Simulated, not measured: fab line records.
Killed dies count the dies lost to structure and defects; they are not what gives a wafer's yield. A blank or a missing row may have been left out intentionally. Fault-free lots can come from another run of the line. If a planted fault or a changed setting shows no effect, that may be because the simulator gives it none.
Which tool is to blame?	flow nandHarc	Sampling: 6 lots, 18 wafers, 4 of 1159 route steps

WHAT EACH GAUGE READ, for each wafer
NHARC_P_M0_CD_MEAS_09: target cd 90 nm.
lot	measured	on	cdNm (nm)
L736	day 6 23:58	cdSem-01	90.0 90.1 90.2
L738	day 7 14:19	cdSem-02	90.7 90.3 90.0
L740	day 8 02:52	cdSem-01	90.1 90.7 90.5
L743	day 9 00:35	cdSem-02	89.9 90.0 89.5
L751	day 10 06:37	cdSem-02	90.2 90.3 90.0
L755	day 11 03:27	cdSem-01	89.6 90.0 90.2

WHAT TOOL EACH LOT RAN ON (gives the tool, then ch and the chambers of the sampled wafers, and finally the start)
lot	NHARC_P_CONTACT_DESCUM_17	NHARC_P_CONTACT_ETCH_31	NHARC_P_M0_EXPOSE_06
L736	rieDiel-09 ch 1,2, day 6 20:05	rieDiel-09 ch 2,3, day 6 23:49 or earlier	arfiScanner-01 ch 0, day 6 23:49
L738	rieDiel-09 ch 2,3, day 7 06:24	rieDiel-09 ch 0,2, day 7 14:10 or earlier	arfiScanner-02 ch 0, day 7 14:10
L740	rieDiel-06 ch 0,3, day 7 19:35	rieDiel-06 ch 2,3, day 8 02:43 or earlier	arfiScanner-02 ch 0, day 8 02:43
L743	rieDiel-09 ch 0,1,3, day 8 18:08	rieDiel-09 ch 1,2,3, day 9 00:27 or earlier	arfiScanner-02 ch 0, day 9 00:27
L751	rieDiel-09 ch 0,1,2, day 10 02:46	rieDiel-09 ch 1,2,3, day 10 06:28 or earlier	arfiScanner-03 ch 0, day 10 06:28
L755	rieDiel-09 ch 2,3, day 10 22:18	rieDiel-09 ch 1,2,3, day 11 03:19 or earlier	arfiScanner-03 ch 0, day 11 03:19
- NHARC_P_CONTACT_DESCUM_17: chemistry O2, time 3 s.
- NHARC_P_CONTACT_ETCH_31: etches the open film in CH3F/O2, target depth 30 nm, time 85.7 s.
- NHARC_P_M0_EXPOSE_06: exposes mask P M0, target cd 90 nm.

THE ANSWER, worked out from the rows above alone
Rule: the usual values come from the lots themselves. Put in order of their means at a reading, lots are off if they are a third of the lots or fewer, leave a main group of 4 or more, and stand apart from it by a gap of 3 or more times the standard deviation of the main group's means; of several such gaps the widest counts. Not used: any main group whose means are identical at the precision the tables above print for the reading. Also off: a lot with no number at a reading for which 4 or more lots have one. The other lots that the step has rows for count as sound.
No lot is off on any of the readings shown, so nothing can be concluded from this.

WHAT THE SIMULATOR PUT IN
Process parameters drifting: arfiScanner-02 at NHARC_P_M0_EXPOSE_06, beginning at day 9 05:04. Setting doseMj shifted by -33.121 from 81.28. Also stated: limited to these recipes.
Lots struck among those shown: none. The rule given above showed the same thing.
